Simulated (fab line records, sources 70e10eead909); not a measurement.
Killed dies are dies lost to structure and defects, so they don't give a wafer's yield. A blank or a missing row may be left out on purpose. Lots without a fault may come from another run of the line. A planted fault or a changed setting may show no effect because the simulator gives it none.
fab line records | flow nand_harc | part 2 of 2: steps 23 to 29 of 29
record lots=5 wafers=15 last_day=24
route steps=1159 shown A_STAIRCASE@671
lots that met no fault: from a run of the same line without faults
start_h: hours from the record's first day to the start of the lot's first wafer shown | wait_h: hours since the lot's step before | " the same as in the row above | L1.1+2: a row that stands for several wafers | - no value, or no start given | * or withheld: withheld | < > ~ a bound
route shown NAME@n: a module of which the file shows steps, and the number in the route of the first | usual: mean/standard deviation of fault-free wafers | same: alike in all rows | chamber/n: place in a boat | sites: the reading at each site | _std_site: their standard deviation | _edge_site: outer sites' mean less inner sites' | radius_mm: how far each site lies from the wafer's centre | mask NAME#n: copy n | behind: the tool/chamber that last shaped the wafer | hold: why the lot was held/for how many hours/how that ended | device: the transistor (n, p or np) that didn't switch | end of line: the same wafers' tests at the end of the route | a step without rows: its recipe alone | killed: dies lost to structure and defects at the first sort, not the wafer's yield | map: a wafer's dies, x killed, . not, _ none there
set.NAME: the setting as run; set.NAME@STEP: as run at that earlier step | model.NAME: the simulator's own value behind a step, which no gauge read
lots at some steps of the route; a table a step, a row a wafer
services: from which hour (start_h, from the record's first day; less than 0 if before it) a tool's chamber was out of use, for how many hours, and why
## steps
# step NHARC_A_STAIRCASE_PRECLEAN_318
# recipe time_s=* temp_c=50 bath_age_min=0 chemistry=SC1
# usual bath_guard_temp_C=50.1/0.53 bath_heat_duty_pct=7.3/0.85 h2o2_flow_mL_min=56.61/0.16 nh4oh_flow_mL_min=28.31/0.099 temp_c=50.00/0.11
# columns lot.wafer tool chamber start_h wait_h bath_guard_temp_C bath_heat_duty_pct h2o2_flow_mL_min nh4oh_flow_mL_min temp_c
L076.3 wet_bench-01 5 - - 50.3 8.2 56.72 28.24 49.94
L076.2 " 6 " " 50.1 6.6 56.73 28.44 50.00
L076.5 " 0 " " 50.2 7.2 56.62 28.57 50.00
L082.3 wet_bench-02 4 - - 51.0 5.3 56.47 28.31 50.11
L082.4 " 7 " " 50.4 7.9 56.41 28.32 50.08
L082.2 " 0 " " 49.7 7.5 56.61 28.21 49.92
L088.5 wet_bench-01 4 - - 49.4 8.8 56.18 28.21 49.87
L088.6 " 6 " " 49.6 5.9 56.57 28.34 50.01
L088.2 " 7 " " 50.7 7.3 56.52 28.24 50.11
L096.5 wet_bench-01 6 - - 49.7 7.3 56.42 28.32 49.79
L096.6 " 7 " " 50.5 5.7 56.42 28.49 50.01
L096.2 " 0 " " 49.9 7.7 56.70 28.21 49.93
L094.5 wet_bench-01 4 - - 49.7 7.7 56.49 28.24 49.94
L094.2 " 6 " " 49.7 6.9 56.72 28.36 49.96
L094.1 " 1 " " 50.7 8.1 56.66 28.46 50.01
# step NHARC_A_STAIRCASE_SRD_329
# columns lot.wafer tool chamber start_h wait_h
L076.3+2+5 wet_bench-01 5,6,0 - -
L082.3+4+2 wet_bench-02 4,7,0 - -
L088.5+6+2 wet_bench-01 4,6,7 - -
L096.5+6+2 wet_bench-01 6,7,0 - -
L094.5+2+1 wet_bench-01 4,6,1 - -
# step NHARC_A_STAIRCASE_ALD_415
# recipe target_thk_a=300 pulse_time_s=6 ald_cycles=300 temp_c=300 material=SiO2
# usual heater_power_w=453/43 precursor_pulse_height_rel=1.000/0.018
# columns lot.wafer tool chamber start_h wait_h heater_power_w precursor_pulse_height_rel
L076.2 ald_hk-04 0 274.21 0.1 487 1.017
L076.3 " 3 " " 421 1.001
L076.5 " 0 " " 479 1.001
L082.2 ald_hk-04 2 317.00 0.1 503 0.987
L082.4 " 3 " " 420 0.980
L082.3 " 0 " " 477 0.985
L088.2 ald_hk-03 3 350.77 0.5 484 1.000
L088.6 " 2 " " 414 0.975
L088.5 " 3 " " 481 0.964
L096.2 ald_hk-03 0 388.69 0.5 392 0.981
L096.6 " 2 " " 415 0.998
L096.5 " 3 " " 486 0.972
L094.2 ald_hk-04 2 389.87 0.1 522 1.013
L094.1 " 3 " " 401 1.011
L094.5 " 3 " " 390 0.999
# step NHARC_A_STAIRCASE_ETCHBACK_416
# recipe target_depth_a=360 time_s=7.2 c4f8_flow_sccm=withheld o2_flow_sccm=8 ar_flow_sccm=withheld rf_w=600 bias_w=800 chemistry=C4F8/O2/Ar
# usual bias_w=800.2/2.4 oes_product_au=0.930/0.016 rf_vpp_V=725/3.7
# columns lot.wafer tool chamber start_h wait_h bias_w oes_product_au rf_hours_counter_h rf_vpp_V
L076.2 rie_diel-07 1 - - 801.0 0.922 18 726
L076.3 " 3 " " 800.1 0.929 - 723
L076.5 " 3 " " 801.1 0.922 - 723
L082.2 rie_diel-02 0 - - 802.9 0.927 64 720
L082.4 " 2 " " 799.1 0.936 56 729
L082.3 " 3 " " 803.6 0.929 60 726
L088.2 rie_diel-06 3 - - 806.7 0.915 37 729
L088.6 " 3 " " 800.8 0.925 - 729
L088.5 " 0 " " 801.7 0.924 - 729
L096.2 rie_diel-02 2 - - 801.2 0.929 19 730
L096.5 " 0 " " 797.5 0.934 - 720
L096.6 " 1 " " 796.3 0.929 - 716
L094.1 rie_diel-07 1 - - 799.7 0.942 56 724
L094.2 " 2 " " 796.5 0.923 58 725
L094.5 " 1 " " 797.5 0.930 - 724
# step NHARC_A_STAIRCASE_STRIP_476
# recipe time_s=20 o2_flow_sccm=500 ar_flow_sccm=0 bias_w=0 chemistry=O2
# usual drypump_motor_current_A=5.5/0.33 o2_flow_sccm=499.9/1.5 oes_product_au=1.001/0.0068 rf_vpp_V=57.9/0.92 showerhead_plenum_p_Torr=3.58/0.13 throttle_valve_pct=17.038/0.0082
# same bias_w=0
# columns lot.wafer tool chamber start_h wait_h drypump_motor_current_A o2_flow_sccm oes_product_au rf_hours_counter_h rf_vpp_V showerhead_plenum_p_Torr throttle_valve_pct
L076.2 rie_diel-07 3 276.44 0.1 5.5 499.5 1.002 15 56.9 3.54 17.030
L076.3 " 3 " " 5.5 497.8 1.011 - 58.0 3.54 17.041
L076.5 " 3 " " 5.5 499.4 1.005 - 57.4 3.54 17.053
L082.4 rie_diel-02 1 319.19 0.1 5.5 500.0 0.996 61 57.7 3.35 17.038
L082.3 " 2 " " 5.2 500.2 1.031 56 59.0 3.77 17.039
L082.2 " 3 " " 6.1 496.7 1.008 60 57.8 3.63 17.049
L088.2 rie_diel-06 3 352.72 0.1 4.8 500.7 0.991 37 58.3 3.75 17.016
L088.5 " 0 " " 5.0 502.8 0.998 - 58.3 3.70 17.046
L088.6 " 1 " " 5.3 500.6 0.993 - 58.5 3.54 17.034
L096.2 rie_diel-02 0 390.46 0.1 5.9 499.1 1.006 18 57.2 3.39 17.043
L096.6 " 0 " " 5.8 497.3 1.002 - 58.3 3.39 17.037
L096.5 " 1 " " 5.5 497.6 1.002 - 57.7 3.33 17.033
L094.1 rie_diel-07 2 392.03 0.1 5.6 501.7 0.997 58 58.5 3.60 17.036
L094.2 " 1 " " 5.6 498.8 1.000 56 57.0 3.54 17.028
L094.5 " 3 " " 5.4 500.2 0.996 - 57.2 3.52 17.018
# step NHARC_A_STAIRCASE_DEP_417
# recipe target_thk_a=600 step_coverage_pct=20 temp_c=400 target_thk_nm=60 flow_sccm=200 rf_w=450 material=Si3N4
# usual heater_power_w=766/77
# columns lot.wafer tool chamber start_h wait_h heater_power_w
L076.3 pecvd-01 0 276.55 0.1 799
L076.2 " 2 " " 866
L076.5 " 1 " " 813
L082.3 pecvd-04 1 319.29 - 688
L082.2 " 2 " " 827
L082.4 " 0 " " 740
L088.2 pecvd-04 1 352.85 - 800
L088.5 " 0 " " 753
L088.6 " 2 " " 824
L096.2 pecvd-03 1 390.73 - 713
L096.6 " 1 " " 719
L096.5 " 2 " " 742
L094.1 pecvd-01 2 392.17 - 822
L094.2 " 0 " " 875
L094.5 " 0 " " 891
# step NHARC_A_STAIRCASE_WET_418
# recipe temp_c=160 target_depth_a=200 chemistry=H3PO4
# usual bath_guard_temp_C=160.2/0.4 bath_heat_duty_pct=27/3.9 temp_c=159.94/0.14
# columns lot.wafer tool chamber start_h wait_h bath_guard_temp_C bath_heat_duty_pct temp_c
L076.2 wet_h3po4-02 0 279.61 - 160.0 23 159.84
L076.3 " 0 " " 159.7 21 160.06
L076.5 " 0 " " 160.2 20 159.93
L082.2 wet_h3po4-01 1 322.35 - 160.3 32 159.76
L082.3 " 1 " " 160.4 33 159.89
L082.4 " 1 " " 160.6 32 160.02
L088.2 wet_h3po4-01 0 355.86 - 160.1 29 159.89
L088.5 " 0 " " 160.0 27 160.01
L088.6 " 0 " " 160.2 28 159.79
L094.1 wet_h3po4-02 0 392.97 - 159.6 23 160.05
L094.2 " 0 " " 159.6 23 159.95
L094.5 " 0 " " 159.7 22 159.71
L096.2 wet_h3po4-02 1 392.97 - 160.9 25 159.89
L096.5 " 1 " " 160.8 24 159.72
L096.6 " 1 " " 161.0 24 159.81
## services
# columns tool chamber start_h hours kind
krf_scanner-01 - 256.00 4.0 pm
wet_h3po4-02 - 256.58 0.7 repair
rie_diel-02 - 258.59 0.4 repair
rie_diel-07 0 271.98 11.8 repair
rie_diel-06 0 284.88 9.7 repair
pecvd-04 2 285.97 3.9 repair
pecvd-03 - 292.50 13.0 pm
acl_dep-01 - 294.17 13.0 pm
rie_diel-02 2 295.62 8.8 repair
rie_diel-06 - 300.37 1.9 repair
wet_h3po4-02 - 318.63 2.4 repair
rie_diel-02 - 327.83 9.0 pm
litho_track-02 - 340.00 7.0 pm
wet_bench-01 - 351.18 8.6 repair
wet_bench-02 - 351.64 5.1 repair
wet_bench-02 - 356.78 8.0 pm
wet_h3po4-02 - 358.16 8.0 pm
litho_track-07 - 364.00 7.0 pm
wet_bench-05 - 372.80 8.0 pm
pecvd-04 - 376.22 13.0 pm
rie_diel-07 0 379.37 1.6 repair
rie_diel-06 - 384.50 1.8 repair
litho_track-03 - 388.00 7.0 pm
wet_bench-01 - 389.60 8.0 pm
